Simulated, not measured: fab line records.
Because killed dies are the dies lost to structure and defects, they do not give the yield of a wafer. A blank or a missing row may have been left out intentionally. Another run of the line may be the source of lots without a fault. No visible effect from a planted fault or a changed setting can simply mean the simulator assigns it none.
Split-lot study | flow n5Finfet | on a route of 1938 steps: 7 lots, 39 wafers read

== THE SPLIT ==
At N5_DUMMY_GATE_PECVD_30 (deposits SiO2 from TEOS/O2, target thk 55 nm, time 10.8 s), the setting timeS was moved away from the recipe's 10.8 s on 15 of the 39 wafers read, by -48.2% to +47.9%. All remaining wafers had this setting at the recipe value.

The split's own step is where the reading is taken.

== THE READING ==
SiO2_of_DUMMY_GATE_PECVD_30.thkNm (the simulator's own value, which no gauge read), in nm, at N5_DUMMY_GATE_PECVD_30 (deposits SiO2 from TEOS/O2, target thk 55 nm, time 10.8 s). No usual value for it is given in the file. Here, 24 wafers ran the recipe; their average is 54.6 nm with a standard deviation of 0.73 nm.

wafer  | tool, chamber at the split | timeS as run, s | against the recipe | SiO2_of_DUMMY_GATE_PECVD_30.thkNm, nm | against lot-mates on the recipe
L074.1 | pecvd-04, 0                | 15.55           | +44.0%             | 78                                    | +22.7
L074.2 | pecvd-04, 1                | 10.8            | recipe             | 54.6                                  | -
L074.3 | pecvd-04, 1                | 15.55           | +44.0%             | 78.2                                  | +22.9
L074.4 | pecvd-04, 0                | 15.55           | +44.0%             | 78.4                                  | +23.1
L074.5 | pecvd-04, 1                | 10.8            | recipe             | 55.2                                  | -
L074.6 | pecvd-04, 0                | 10.8            | recipe             | 56.2                                  | -
L082.1 | pecvd-01, 0,2              | 10.8            | recipe             | 53.4                                  | -
L082.3 | pecvd-01, 0,2              | 10.8            | recipe             | 53.4                                  | -
L082.2 | pecvd-01, 1                | 5.599           | -48.2%             | 28.4                                  | -25.4
L082.4 | pecvd-01, 0                | 5.599           | -48.2%             | 28                                    | -25.8
L082.5 | pecvd-01, 1                | 5.599           | -48.2%             | 29.4                                  | -24.4
L082.6 | pecvd-01, 2                | 10.8            | recipe             | 54.6                                  | -
L086.1 | pecvd-01, 1                | 10.8            | recipe             | 54.6                                  | -
L086.2 | pecvd-01, 0,2              | 10.8            | recipe             | 53.8                                  | -
L086.3 | pecvd-01, 0,2              | 10.8            | recipe             | 53.8                                  | -
L086.4 | pecvd-01, 2,0              | 10.8            | recipe             | 54.8                                  | -
L086.5 | pecvd-01, 2,0              | 10.8            | recipe             | 54.8                                  | -
L086.6 | pecvd-01, 1                | 10.8            | recipe             | 55.6                                  | -
L091.3 | pecvd-03, 1                | 10.8            | recipe             | 54.8                                  | -
L091.5 | pecvd-03, 0                | 10.8            | recipe             | 55.2                                  | -
L091.6 | pecvd-03, 1                | 10.8            | recipe             | 55.4                                  | -
L092.1 | pecvd-01, 2,0              | 10.8            | recipe             | 54                                    | -
L092.2 | pecvd-01, 2,0              | 10.8            | recipe             | 54                                    | -
L092.3 | pecvd-01, 1                | 12.74           | +18.0%             | 63.8                                  | +9.5
L092.4 | pecvd-01, 1                | 12.74           | +18.0%             | 65                                    | +10.7
L092.5 | pecvd-01, 0                | 10.8            | recipe             | 54.8                                  | -
L092.6 | pecvd-01, 2                | 12.74           | +18.0%             | 63.6                                  | +9.3
L094.1 | pecvd-03, 0                | 10.8            | recipe             | 54.2                                  | -
L094.2 | pecvd-03, 1                | 14.52           | +34.4%             | 72.6                                  | +17.8
L094.3 | pecvd-03, 1                | 10.8            | recipe             | 55.6                                  | -
L094.4 | pecvd-03, 0                | 14.52           | +34.4%             | 73.2                                  | +18.4
L094.5 | pecvd-03, 1                | 14.52           | +34.4%             | 72.4                                  | +17.6
L094.6 | pecvd-03, 0                | 10.8            | recipe             | 54.6                                  | -
L096.1 | pecvd-01, 1                | 10.8            | recipe             | 55.4                                  | -
L096.2 | pecvd-01, 0                | 10.8            | recipe             | 53.8                                  | -
L096.3 | pecvd-01, 2                | 10.8            | recipe             | 54                                    | -
L096.4 | pecvd-01, 1                | 15.97           | +47.9%             | 81.2                                  | +26.8
L096.5 | pecvd-01, 2                | 15.97           | +47.9%             | 80.4                                  | +26.0
L096.6 | pecvd-01, 0                | 15.97           | +47.9%             | 79.8                                  | +25.4
The file does not say which wafer passed through which chamber wherever a row lists several chambers: such a row stands for several wafers.

FIT RESULTS
A straight line over all 39 wafers: SiO2_of_DUMMY_GATE_PECVD_30.thkNm changes by +0.537 nm for each +1% of timeS; r = +1.00; the points scatter about the line by 0.68 nm.
The same after taking each lot's own level away (the mean of its wafers on the recipe; 39 wafers): +0.528 nm for each +1%; r = +1.00; scatter 0.62 nm.
Per that fit: largest timeS move, reading shift of 25 nm.
Measured against the standard deviation above, the lots' own levels, which go from 53.80 to 55.33 nm, span 2.1 times it.
So the lot-to-lot level changes the slope little: the two slopes agree.
Check: -25.4 nm against its lot-mates is what the line predicts for one of the wafers moved furthest among these (-48.2%) when that wafer is left out of the fit. It came out at -25.4 nm against them.

== FURTHER SPLITS ON THESE WAFERS ==
Before the reading, these wafers also passed through other splits. Each is held against what the fit with the lots' levels taken away leaves over:
other split on the same wafers      | wafers away from the commonest value | r with SiO2_of_DUMMY_GATE_PECVD_30.thkNm (lot level and that fit taken away)
N5_FIN_SAQP_DEVELOP_15 developTimeS | 15                                   | -0.13

== THE FILE'S OWN FIT ==
SiO2_of_DUMMY_GATE_PECVD_30.thkNm changes by +0.529 nm for each +1% of timeS, r = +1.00.
